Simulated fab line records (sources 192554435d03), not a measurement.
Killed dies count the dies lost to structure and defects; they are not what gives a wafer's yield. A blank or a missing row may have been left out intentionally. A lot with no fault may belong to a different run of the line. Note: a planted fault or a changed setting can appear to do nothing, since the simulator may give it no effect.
The tool behind it: which one? | flow n5 finfet | 12 lots, 36 wafers sampled, at 8 steps of a route of 1938

WHAT THE GAUGES READ, wafer by wafer
N5_BEOL_M11_OCD_MEAS_38. Usual: trench depth nm reads 147.7 nm (standard deviation 2.9).
lot  | measured     | on     | trench depth nm (nm) | flag
L460 | day 10 06:39 | ocd-02 | 147.3 154.6 148.5    |
L458 | day 10 06:56 | ocd-02 | 147.9 148.3 147.8    |
L459 | day 10 19:56 | ocd-02 | 147.0 148.0 146.4    |
L461 | day 10 19:10 | ocd-02 | 150.4 149.7 149.4    |
L467 | day 13 02:34 | ocd-02 | 92.8 145.3 145.9     | OFF
L469 | day 13 12:13 | ocd-02 | 94.6 145.0 146.7     | OFF
L473 | day 14 06:14 | ocd-01 | 153.4 143.7 144.6    |
L474 | day 14 21:32 | ocd-02 | 153.5 149.0 153.1    |
L480 | day 15 20:59 | ocd-01 | 154.9 147.3 145.1    |
L479 | day 16 03:16 | ocd-02 | 150.2 152.9 147.4    |
L478 | day 16 02:48 | ocd-01 | 143.2 148.3 147.9    |
L481 | day 16 22:42 | ocd-01 | 147.3 149.0 144.9    |

N5_BEOL_M11_THK_MEAS_53: measures by xrf. Usual: M11_THK typically reads 140 nm, with standard deviation 3.5.
lot  | measured     | on            | M11_THK (nm) | flag
L460 | day 10 09:25 | film metro-02 | 138 146 141  |
L458 | day 10 10:14 | film metro-02 | 140 142 141  |
L459 | day 10 23:50 | film metro-01 | 140 142 139  |
L461 | day 10 22:50 | film metro-01 | 141 141 140  |
L467 | day 13 05:37 | film metro-01 | 85 139 140   | OFF
L469 | day 13 16:02 | film metro-02 | 84 136 138   | OFF
L473 | day 14 08:30 | film metro-01 | 147 136 136  |
L474 | day 15 00:54 | film metro-01 | 148 143 146  |
L480 | day 15 23:40 | film metro-02 | 148 140 136  |
L479 | day 16 05:25 | film metro-01 | 145 145 139  |
L478 | day 16 05:20 | film metro-01 | 137 143 140  |
L481 | day 17 01:12 | film metro-01 | 137 139 136  |

N5_BEOL_M11_RS_MEAS_57: measurement is done with a four-point probe. Usual: M11_RS typically reads 0.153 ohm/sq, with standard deviation 0.0039.
lot  | measured     | on            | M11_RS (ohm/sq)   | flag
L460 | day 10 09:32 | film metro-01 | 0.152 0.143 0.149 |
L458 | day 10 10:22 | film metro-02 | 0.153 0.151 0.152 |
L459 | day 10 23:59 | film metro-02 | 0.153 0.150 0.153 |
L461 | day 10 22:59 | film metro-01 | 0.149 0.149 0.151 |
L467 | day 13 05:44 | film metro-01 | 0.268 0.153 0.153 | OFF
L469 | day 13 16:10 | film metro-02 | 0.270 0.155 0.155 | OFF
L473 | day 14 08:38 | film metro-02 | 0.145 0.157 0.157 |
L474 | day 15 01:02 | film metro-01 | 0.144 0.152 0.146 |
L480 | day 15 23:47 | film metro-02 | 0.144 0.153 0.157 |
L479 | day 16 05:33 | film metro-02 | 0.147 0.146 0.153 |
L478 | day 16 05:28 | film metro-02 | 0.158 0.151 0.153 |
L481 | day 17 01:20 | film metro-01 | 0.154 0.152 0.157 |

N5_BEOL_M15_RC_MEAS_101. Usual: COMB_M10 1.46e-11 S/m, standard deviation 2.8e-12; COMB_M12 6.6e-12 S/m, standard deviation 1.4e-12; COMB_M13 5.1e-12 S/m, standard deviation 1.1e-12; COMB_M14 3.8e-12 S/m, standard deviation 7.8e-13; COMB_M15 2.8e-12 S/m, standard deviation 5.2e-13; COMB_M5 3.6e-11 S/m, standard deviation 6.8e-12; COMB_M6 2.5e-11 S/m, standard deviation 5.8e-12; COMB_M7 2.6e-11 S/m, standard deviation 5.5e-12; COMB_M8 2.6e-11 S/m, standard deviation 4.5e-12; COMB_M9 1.46e-11 S/m, standard deviation 2.9e-12; SERP_M10 3.04 ohm/um, standard deviation 0.091; SERP_M11 3.09 ohm/um, standard deviation 0.094; SERP_M11_max_site 3.19 ohm/um, standard deviation 0.096; SERP_M12 0.636 ohm/um, standard deviation 0.017; SERP_M13 0.311 ohm/um, standard deviation 0.0067; SERP_M13_max_site 0.314 ohm/um, standard deviation 0.0065; SERP_M14 0.158 ohm/um, standard deviation 0.0049; SERP_M5 38.7 ohm/um, standard deviation 1.7; SERP_M6 13.8 ohm/um, standard deviation 0.5; SERP_M7 13.8 ohm/um, standard deviation 0.57; SERP_M8 13.6 ohm/um, standard deviation 0.5; SERP_M9 3.10 ohm/um, standard deviation 0.1.
lot  | measured     | on        | COMB_M10 (S/m)             | COMB_M12 (S/m)          | COMB_M13 (S/m)          | COMB_M14 (S/m)          | COMB_M15 (S/m)          | COMB_M5 (S/m)           | COMB_M6 (S/m)           | COMB_M7 (S/m)           | COMB_M8 (S/m)           | COMB_M9 (S/m)              | SERP_M10 (ohm/um) | SERP_M11 (ohm/um) | SERP_M11_max_site (ohm/um) | SERP_M12 (ohm/um) | SERP_M13 (ohm/um) | SERP_M13_max_site (ohm/um) | SERP_M14 (ohm/um) | SERP_M5 (ohm/um) | SERP_M6 (ohm/um) | SERP_M7 (ohm/um) | SERP_M8 (ohm/um) | SERP_M9 (ohm/um) | flag
L460 | day 11 09:50 | prober-01 | 1.72e-11 1.46e-11 1.27e-11 | 6.9e-12 6.3e-12 8.4e-12 | 4.4e-12 6e-12 4.3e-12   | 4.1e-12 4.9e-12 4.7e-12 | 2.5e-12 2.6e-12 3.5e-12 | 3.3e-11 3e-11 2.4e-11   | 1.6e-11 1.8e-11 2.4e-11 | 1.4e-11 2.8e-11 2.4e-11 | 2.6e-11 2e-11 2.3e-11   | 1.8e-11 1.79e-11 1.22e-11  | 3.09 3.13 3.14    | 3.01 2.89 3.04    | 3.09 3.00 3.13             | 0.628 0.631 0.599 | 0.296 0.314 0.298 | 0.300 0.315 0.303          | 0.157 0.158 0.156 | 38.5 38.4 38.9   | 12.9 13.0 14.0   | 14.4 14.1 15.4   | 13.2 13.6 14.2   | 3.26 3.16 3.30   |
L458 | day 11 15:02 | prober-01 | 1.3e-11 1.04e-11 1.25e-11  | 6.5e-12 5.5e-12 7e-12   | 6.7e-12 6.3e-12 5.3e-12 | 4.1e-12 4.9e-12 4.8e-12 | 2.3e-12 2.2e-12 3.3e-12 | 4.2e-11 4.1e-11 2.8e-11 | 3.5e-11 2.4e-11 2.7e-11 | 2.4e-11 2.5e-11 2.5e-11 | 2.8e-11 2.9e-11 3.5e-11 | 1.16e-11 1.45e-11 1.58e-11 | 3.10 3.06 3.28    | 3.12 3.00 3.03    | 3.21 3.21 3.11             | 0.624 0.625 0.609 | 0.322 0.306 0.311 | 0.324 0.310 0.314          | 0.161 0.163 0.161 | 38.3 38.7 39.8   | 13.8 12.8 13.5   | 13.3 13.4 13.5   | 12.9 13.4 13.0   | 3.09 3.14 3.12   |
L459 | day 12 03:43 | prober-02 | 1.58e-11 1.4e-11 2e-11     | 7.5e-12 7.1e-12 7.7e-12 | 5.1e-12 4.3e-12 5e-12   | 6.6e-12 3.7e-12 3.7e-12 | 2.4e-12 3.1e-12 4e-12   | 3e-11 4.1e-11 4.4e-11   | 2.3e-11 2.8e-11 1.9e-11 | 2.5e-11 3.3e-11 2.4e-11 | 3.1e-11 2.8e-11 2.7e-11 | 1.37e-11 2.35e-11 1.5e-11  | 3.04 3.09 3.00    | 3.14 3.05 3.25    | 3.21 3.09 3.37             | 0.641 0.668 0.629 | 0.316 0.317 0.312 | 0.322 0.321 0.315          | 0.158 0.160 0.168 | 41.1 38.2 39.6   | 13.0 14.1 13.7   | 13.5 13.4 13.8   | 13.5 13.5 13.7   | 3.06 3.11 3.09   |
L461 | day 12 02:47 | prober-02 | 1.34e-11 1.23e-11 1.44e-11 | 4.6e-12 6.3e-12 5.7e-12 | 3.6e-12 5.3e-12 4.6e-12 | 4.7e-12 4.1e-12 4.6e-12 | 3.1e-12 3.6e-12 3.2e-12 | 3.6e-11 3.5e-11 3.6e-11 | 2.3e-11 2.1e-11 1.9e-11 | 1.9e-11 2.6e-11 2.3e-11 | 3.1e-11 2.6e-11 2.8e-11 | 1.95e-11 1.58e-11 1.51e-11 | 3.01 2.96 2.98    | 2.99 2.99 3.10    | 3.04 3.10 3.18             | 0.630 0.654 0.630 | 0.309 0.315 0.315 | 0.310 0.316 0.319          | 0.160 0.158 0.149 | 38.8 38.8 38.9   | 14.4 13.7 14.3   | 14.7 13.8 14.6   | 14.1 13.4 12.6   | 3.20 3.05 3.16   |
L467 | day 14 07:58 | prober-02 | 1.08e-11 1.13e-11 1.35e-11 | 6.6e-12 8.5e-12 6.2e-12 | 4.8e-12 2.8e-12 3.6e-12 | 3.7e-12 4.4e-12 3.6e-12 | 1.9e-12 3e-12 3.3e-12   | 3e-11 3.2e-11 3.3e-11   | 2.2e-11 2.6e-11 2.7e-11 | 1.6e-11 3.2e-11 2.2e-11 | 3.7e-11 2.4e-11 2.8e-11 | 1.58e-11 1.56e-11 1.6e-11  | 2.99 3.04 3.09    | 5.42 3.19 3.11    | 5.50 3.22 3.20             | 0.662 0.644 0.628 | 0.312 0.312 0.320 | 0.315 0.315 0.322          | 0.158 0.154 0.159 | 35.6 37.0 36.4   | 12.9 13.4 13.4   | 13.5 14.1 13.8   | 13.7 13.9 13.9   | 3.00 3.03 3.21   | OFF
L469 | day 14 15:04 | prober-02 | 1.48e-11 1.49e-11 1.12e-11 | 4.9e-12 6.5e-12 8.9e-12 | 6.2e-12 5.8e-12 7.8e-12 | 4e-12 6.1e-12 4.5e-12   | 2.4e-12 3e-12 3.9e-12   | 3.1e-11 3.7e-11 3e-11   | 2.6e-11 2.1e-11 3.3e-11 | 2.9e-11 2.5e-11 3.8e-11 | 2.4e-11 1.5e-11 2.3e-11 | 1.84e-11 1.63e-11 1.46e-11 | 2.99 3.11 3.01    | 5.52 3.15 3.11    | 5.81 3.27 3.21             | 0.628 0.610 0.618 | 0.315 0.318 0.316 | 0.317 0.319 0.317          | 0.160 0.149 0.163 | 38.9 38.5 40.2   | 13.9 13.8 13.9   | 14.6 14.3 13.9   | 14.5 14.4 13.7   | 2.95 3.11 2.94   | OFF
L473 | day 15 15:05 | prober-02 | 1.47e-11 1.38e-11 1.34e-11 | 7.2e-12 6.6e-12 5.3e-12 | 3.5e-12 4.7e-12 6.7e-12 | 5.4e-12 3.3e-12 5.6e-12 | 2.7e-12 3.6e-12 3.2e-12 | 4.2e-11 4.1e-11 4.1e-11 | 1.9e-11 2.2e-11 2.5e-11 | 2.1e-11 2.6e-11 2.5e-11 | 2.8e-11 2.3e-11 2.6e-11 | 2.17e-11 1.51e-11 2.41e-11 | 2.97 2.96 2.93    | 2.94 3.17 3.13    | 3.03 3.24 3.19             | 0.618 0.632 0.617 | 0.324 0.309 0.320 | 0.325 0.312 0.323          | 0.152 0.153 0.154 | 36.4 40.7 40.5   | 14.3 13.8 14.9   | 14.7 14.1 13.7   | 14.0 13.5 13.6   | 3.13 2.98 3.17   |
L474 | day 16 02:23 | prober-02 | 2.05e-11 1.59e-11 1.82e-11 | 5e-12 6.6e-12 7.6e-12   | 4.3e-12 4.5e-12 3.5e-12 | 2.6e-12 3.8e-12 3.3e-12 | 2.1e-12 2.3e-12 2.1e-12 | 4.2e-11 3.4e-11 3.4e-11 | 1.8e-11 1.9e-11 2.5e-11 | 2.2e-11 2.6e-11 2.4e-11 | 2.9e-11 2e-11 2.8e-11   | 1.05e-11 1.18e-11 1.56e-11 | 2.97 3.12 3.08    | 2.93 3.09 2.94    | 3.07 3.11 3.09             | 0.631 0.643 0.635 | 0.319 0.308 0.320 | 0.322 0.310 0.323          | 0.161 0.150 0.148 | 37.0 37.0 39.1   | 13.8 13.5 13.3   | 12.9 14.2 13.6   | 13.2 13.2 14.3   | 3.10 3.11 2.89   |
L480 | day 17 00:24 | prober-02 | 1.51e-11 1.33e-11 1.51e-11 | 6.1e-12 4.7e-12 6.4e-12 | 3.2e-12 4.5e-12 4.2e-12 | 3.3e-12 3.6e-12 3.5e-12 | 3.6e-12 3.2e-12 2.2e-12 | 3.9e-11 4.9e-11 4.5e-11 | 2.8e-11 2.2e-11 3.2e-11 | 2.5e-11 2.1e-11 2.2e-11 | 2.6e-11 2.8e-11 3.6e-11 | 1.29e-11 1.54e-11 1.2e-11  | 3.03 2.87 2.92    | 2.88 3.02 3.17    | 3.01 3.17 3.22             | 0.623 0.629 0.635 | 0.307 0.311 0.324 | 0.309 0.313 0.330          | 0.168 0.157 0.153 | 36.0 37.2 38.6   | 13.1 13.7 14.3   | 14.0 13.8 13.5   | 13.6 14.5 13.3   | 3.17 3.12 3.24   |
L479 | day 17 05:41 | prober-02 | 9.4e-12 1.09e-11 9.7e-12   | 5.8e-12 4.9e-12 6e-12   | 6.3e-12 5.6e-12 5.5e-12 | 4e-12 3.4e-12 3.2e-12   | 2.3e-12 2.8e-12 2e-12   | 3.1e-11 3.8e-11 2.8e-11 | 3.1e-11 2.2e-11 2.5e-11 | 2.2e-11 1.9e-11 1.8e-11 | 2.4e-11 2e-11 2.4e-11   | 1.09e-11 9.6e-12 1.08e-11  | 3.09 3.04 3.08    | 2.95 2.90 3.04    | 3.04 3.02 3.16             | 0.620 0.611 0.614 | 0.303 0.321 0.316 | 0.305 0.322 0.319          | 0.161 0.155 0.153 | 39.5 36.9 40.9   | 13.7 13.4 14.4   | 13.8 14.9 14.2   | 14.4 13.5 14.1   | 3.13 2.99 3.11   |
L478 | day 17 05:08 | prober-01 | 1.23e-11 1.66e-11 1.18e-11 | 8.6e-12 6.6e-12 5.8e-12 | 4e-12 4.7e-12 6.1e-12   | 3.3e-12 3.7e-12 3.9e-12 | 2.3e-12 3.1e-12 2.2e-12 | 3.2e-11 4.2e-11 3.4e-11 | 2.5e-11 2.6e-11 3.4e-11 | 2.6e-11 3.6e-11 2.6e-11 | 2.2e-11 1.8e-11 2.2e-11 | 1.02e-11 1.07e-11 1.35e-11 | 3.10 3.22 3.00    | 3.22 3.03 3.07    | 3.30 3.19 3.18             | 0.617 0.667 0.643 | 0.318 0.319 0.313 | 0.320 0.322 0.317          | 0.151 0.161 0.148 | 38.3 40.0 38.0   | 13.0 13.4 13.0   | 13.1 13.9 13.2   | 14.5 13.9 13.3   | 3.05 3.18 2.92   |
L481 | day 17 22:10 | prober-01 | 1.81e-11 1.79e-11 1.65e-11 | 6.1e-12 7.9e-12 6e-12   | 3.6e-12 4.9e-12 5e-12   | 4.2e-12 3.5e-12 3.8e-12 | 2e-12 2.1e-12 2.8e-12   | 2.3e-11 3e-11 3.1e-11   | 1.3e-11 2e-11 2.6e-11   | 2.1e-11 2.7e-11 2.2e-11 | 3.1e-11 2.7e-11 3.1e-11 | 8.8e-12 1.02e-11 1.44e-11  | 2.97 2.82 2.93    | 3.13 3.08 3.22    | 3.29 3.10 3.33             | 0.638 0.631 0.627 | 0.316 0.316 0.312 | 0.318 0.318 0.316          | 0.158 0.159 0.150 | 39.5 38.0 39.1   | 14.4 13.9 14.5   | 13.9 13.4 13.8   | 12.8 13.5 12.9   | 3.08 3.16 3.30   |

TOOL THAT RAN EACH LOT (tool first, then ch and the chambers of the sampled wafers, then the start)
lot  | N5_BEOL_M11_ETCH_61                | N5_BEOL_M11_TRENCH_ETCH_37         | N5_BEOL_M11_ETCH_41                           | N5_BEOL_M11_PRE_CLEAN_45
L460 | rie diel-05 ch 0,1,2, day 10 05:01 | rie diel-02 ch 0,3, day 10 06:28   | rie diel-02 ch 0,3, day 10 06:39 or earlier   | pvd sputter-01, day 10 07:31
L458 | rie diel-04 ch 0,2,3, day 10 05:16 | rie diel-05 ch 1,2, day 10 06:44   | rie diel-05 ch 1,2, day 10 06:56 or earlier   | pvd sputter-01, day 10 07:43
L459 | rie diel-05 ch 1,2,3, day 10 13:48 | rie diel-05 ch 2,3, day 10 19:46   | rie diel-05 ch 2,3, day 10 19:56 or earlier   | pvd sputter-02, day 10 21:58
L461 | rie diel-02 ch 0,3, day 10 14:11   | rie diel-04 ch 0,2, day 10 18:59   | rie diel-04 ch 0,2, day 10 19:10 or earlier   | pvd sputter-01, day 10 19:54
L467 | rie diel-05 ch 1,2, day 13 01:09   | rie diel-05 ch 2,3, day 13 02:22   | rie diel-05 ch 2,3, day 13 02:34 or earlier   | pvd sputter-02, day 13 04:04
L469 | rie diel-04 ch 1,3, day 13 10:36   | rie diel-05 ch 0,1,3, day 13 12:02 | rie diel-05 ch 0,1,3, day 13 12:13 or earlier | pvd sputter-02, day 13 13:01
L473 | rie diel-02 ch 1,2,3, day 14 02:34 | rie diel-02 ch 0,2,3, day 14 06:04 | rie diel-02 ch 0,2,3, day 14 06:14 or earlier | pvd sputter-02, day 14 06:52
L474 | rie diel-02 ch 1,3, day 14 19:56   | rie diel-04 ch 0,2, day 14 21:20   | rie diel-04 ch 0,2, day 14 21:32 or earlier   | pvd sputter-02, day 14 23:28
L480 | rie diel-04 ch 1,2,3, day 15 18:04 | rie diel-02 ch 0,1,2, day 15 20:47 | rie diel-02 ch 0,1,2, day 15 20:59 or earlier | pvd sputter-02, day 15 21:41
L479 | rie diel-02 ch 0,1,2, day 16 00:31 | rie diel-04 ch 0,2,3, day 16 03:05 | rie diel-04 ch 0,2,3, day 16 03:16 or earlier | pvd sputter-03, day 16 03:50
L478 | rie diel-05 ch 1,2, day 16 00:45   | rie diel-02 ch 1,3, day 16 02:37   | rie diel-02 ch 1,3, day 16 02:48 or earlier   | pvd sputter-03, day 16 03:32
L481 | rie diel-04 ch 0,1,2, day 16 21:22 | rie diel-05 ch 0,1,2, day 16 22:31 | rie diel-05 ch 0,1,2, day 16 22:42 or earlier | pvd sputter-01, day 16 23:22
- N5_BEOL_M11_ETCH_61: etches SiARC in CF4, target depth 39 nm, time 65 s.
- N5_BEOL_M11_TRENCH_ETCH_37: etches SiCOH lowk in C4F6/O2, target depth 148.83 nm, time 48 s.
- N5_BEOL_M11_ETCH_41: etches SiCN in CH3F/O2, target depth 42.6 nm, time 86 s.
- N5_BEOL_M11_PRE_CLEAN_45: time 30 s.

AS READ BY THE TOOLS THEMSELVES (means over the sampled wafers that have a number; for cases with no such wafer, the mark the record gives instead)
N5_BEOL_M11_ETCH_61. Usual: drypump motor current A 5.9 A, standard deviation 0.56; etch rf on time s 65.7 s, standard deviation 1.9; oes product au 0.71 a.u., standard deviation 0.076; rf vpp V 184.1 V, standard deviation 1.2; showerhead plenum p Torr 2.16 Torr, standard deviation 0.064; throttle valve pct 15.56 %, standard deviation 0.25.
lot  | tool        | drypump motor current A (A) | etch rf on time s (s) | oes product au (a.u.) | rf vpp V (V) | showerhead plenum p Torr (Torr) | throttle valve pct (%) | flag
L460 | rie diel-05 | 5.8                         | 64.7                  | 0.67                  | 183.5        | 2.13                            | 15.57                  |
L458 | rie diel-04 | 5.5                         | 65.4                  | 0.73                  | 184.7        | 2.22                            | 15.50                  |
L459 | rie diel-05 | 6.1                         | 65.9                  | 0.69                  | 183.0        | 2.08                            | 15.55                  |
L461 | rie diel-02 | 5.6                         | 63.5                  | 0.78                  | 185.0        | 2.22                            | 15.43                  |
L467 | rie diel-05 | 5.9                         | 64.8                  | 0.67                  | 183.5        | 2.07                            | 15.59                  |
L469 | rie diel-04 | 5.4                         | 65.2                  | 0.76                  | 185.5        | 2.22                            | 15.20                  |
L473 | rie diel-02 | 6.5                         | 68.2                  | 0.66                  | 183.1        | 2.13                            | 15.77                  |
L474 | rie diel-02 | 6.3                         | 67.2                  | 0.68                  | 182.8        | 2.11                            | 15.64                  |
L480 | rie diel-04 | 5.5                         | 64.9                  | 0.75                  | 185.6        | 2.21                            | 15.23                  |
L479 | rie diel-02 | 6.0                         | 65.2                  | 0.71                  | 185.1        | 2.17                            | 15.63                  |
L478 | rie diel-05 | 6.2                         | 65.3                  | 0.68                  | 183.2        | 2.08                            | 15.66                  |
L481 | rie diel-04 | 5.5                         | 64.1                  | 0.75                  | 184.5        | 2.18                            | 15.39                  |

N5_BEOL_M11_TRENCH_ETCH_37. Usual: C4F6_flow_sccm 10.00 sccm, standard deviation 0.032; O2_flow_sccm 9.995 sccm, standard deviation 0.03; drypump motor current A 5.9 A, standard deviation 0.53; oes product au 0.82 a.u., standard deviation 0.086; rf vpp V 658 V, standard deviation 9.3; showerhead plenum p Torr 2.85 Torr, standard deviation 0.092; throttle valve pct 20.87 %, standard deviation 0.22.
lot  | tool        | C4F6_flow_sccm (sccm) | O2_flow_sccm (sccm) | drypump motor current A (A) | oes product au (a.u.) | rf vpp V (V) | showerhead plenum p Torr (Torr) | throttle valve pct (%) | flag
L460 | rie diel-02 | 10.00                 | 10.005              | 6.0                         | 0.84                  | 662          | 2.89                            | 20.89                  |
L458 | rie diel-05 | 9.98                  | 10.013              | 5.9                         | 0.80                  | 646          | 2.76                            | 20.85                  |
L459 | rie diel-05 | 10.00                 | 10.010              | 6.4                         | 0.84                  | 653          | 2.77                            | 20.87                  |
L461 | rie diel-04 | 9.99                  | 10.012              | 5.5                         | 0.86                  | 669          | 2.91                            | 21.05                  |
L467 | rie diel-05 | 9.95                  | 9.983               | 6.4                         | 0.73                  | 661          | 2.74                            | 20.81                  |
L469 | rie diel-05 | 10.02                 | 10.004              | 5.8                         | 0.68                  | 657          | 2.79                            | 20.83                  |
L473 | rie diel-02 | 10.01                 | 10.011              | 6.1                         | 0.81                  | 660          | 2.89                            | 20.98                  |
L474 | rie diel-04 | 10.04                 | 9.953               | 5.6                         | 0.93                  | 667          | 2.92                            | 20.80                  |
L480 | rie diel-02 | 9.98                  | 9.997               | 6.0                         | 0.84                  | 661          | 2.88                            | 20.96                  |
L479 | rie diel-04 | 10.02                 | 9.981               | 5.5                         | 0.88                  | 660          | 2.94                            | 20.79                  |
L478 | rie diel-02 | 10.02                 | 10.020              | 6.3                         | 0.79                  | 665          | 2.81                            | 21.05                  |
L481 | rie diel-05 | 10.05                 | 9.984               | 5.9                         | 0.82                  | 651          | 2.80                            | 20.80                  |

N5_BEOL_M11_ETCH_41. Usual: O2_flow_sccm 20.00 sccm, standard deviation 0.058; drypump motor current A 5.9 A, standard deviation 0.53; oes product au 0.82 a.u., standard deviation 0.085; rf vpp V 297.4 V, standard deviation 1.7; showerhead plenum p Torr 2.01 Torr, standard deviation 0.068; throttle valve pct 16.24 %, standard deviation 0.21.
lot  | tool        | O2_flow_sccm (sccm) | drypump motor current A (A) | oes product au (a.u.) | rf vpp V (V) | showerhead plenum p Torr (Torr) | throttle valve pct (%) | flag
L460 | rie diel-02 | 20.06               | 6.0                         | 0.84                  | 298.0        | 2.03                            | 16.27                  |
L458 | rie diel-05 | 20.00               | 5.9                         | 0.79                  | 296.3        | 1.93                            | 16.24                  |
L459 | rie diel-05 | 20.05               | 6.4                         | 0.84                  | 295.6        | 1.95                            | 16.25                  |
L461 | rie diel-04 | 19.99               | 5.5                         | 0.86                  | 298.8        | 2.05                            | 16.38                  |
L467 | rie diel-05 | 20.06               | 6.4                         | 0.79                  | 296.4        | 1.92                            | 16.24                  |
L469 | rie diel-05 | 20.04               | 5.8                         | 0.73                  | 296.3        | 1.96                            | 16.28                  |
L473 | rie diel-02 | 20.01               | 6.1                         | 0.81                  | 298.3        | 2.03                            | 16.36                  |
L474 | rie diel-04 | 19.94               | 5.6                         | 0.93                  | 297.4        | 2.04                            | 16.10                  |
L480 | rie diel-02 | 20.00               | 6.0                         | 0.84                  | 297.8        | 2.02                            | 16.32                  |
L479 | rie diel-04 | 19.99               | 5.5                         | 0.88                  | 298.9        | 2.07                            | 16.13                  |
L478 | rie diel-02 | 20.00               | 6.3                         | 0.79                  | 296.3        | 1.97                            | 16.38                  |
L481 | rie diel-05 | 19.95               | 5.8                         | 0.81                  | 296.9        | 1.96                            | 16.19                  |

N5_BEOL_M11_PRE_CLEAN_45. Usual: heater power w reads 337 W (standard deviation 27).
lot  | tool           | heater power w (W) | flag
L460 | pvd sputter-01 | 348                |
L458 | pvd sputter-01 | 351                |
L459 | pvd sputter-02 | 345                |
L461 | pvd sputter-01 | 331                |
L467 | pvd sputter-02 | 339                |
L469 | pvd sputter-02 | 337                |
L473 | pvd sputter-02 | 344                |
L474 | pvd sputter-02 | 339                |
L480 | pvd sputter-02 | 325                |
L479 | pvd sputter-03 | 330                |
L478 | pvd sputter-03 | 332                |
L481 | pvd sputter-01 | 338                |

THE ANSWER, worked out from the rows above alone
Rule: a lot counts as off when the mean over its wafers that have a number is more than 3 standard deviations away from the usual mean. Also off: a lot with no number at a reading for which 4 or more lots have one. Where the step has rows for the other lots, those lots are counted as sound. First the gauges in route order, then the tools' own readings, where a lot's mean is used as printed above. The first step at which some lot is off is used, and at that step the reading that is off furthest; a lot without a number counts as furthest.
Off: L467, L469 (N5_BEOL_M11_OCD_MEAS_38, trench depth nm).
If a tool, at a process step before that reading, ran all the lots that are off and no sound lot after the first of them, it fits. Not tried: the gauges at N5_BEOL_M11_OCD_MEAS_38; whatever is off there is also off at N5_BEOL_M11_THK_MEAS_53, on other tools, and gauge error can't account for it. Because N5_BEOL_M11_ETCH_41 lacks a start for some lots, the hours and order of its lots are taken from N5_BEOL_M11_OCD_MEAS_38. Of those tried, none fits.

WHAT THE SIMULATOR HAD PUT IN
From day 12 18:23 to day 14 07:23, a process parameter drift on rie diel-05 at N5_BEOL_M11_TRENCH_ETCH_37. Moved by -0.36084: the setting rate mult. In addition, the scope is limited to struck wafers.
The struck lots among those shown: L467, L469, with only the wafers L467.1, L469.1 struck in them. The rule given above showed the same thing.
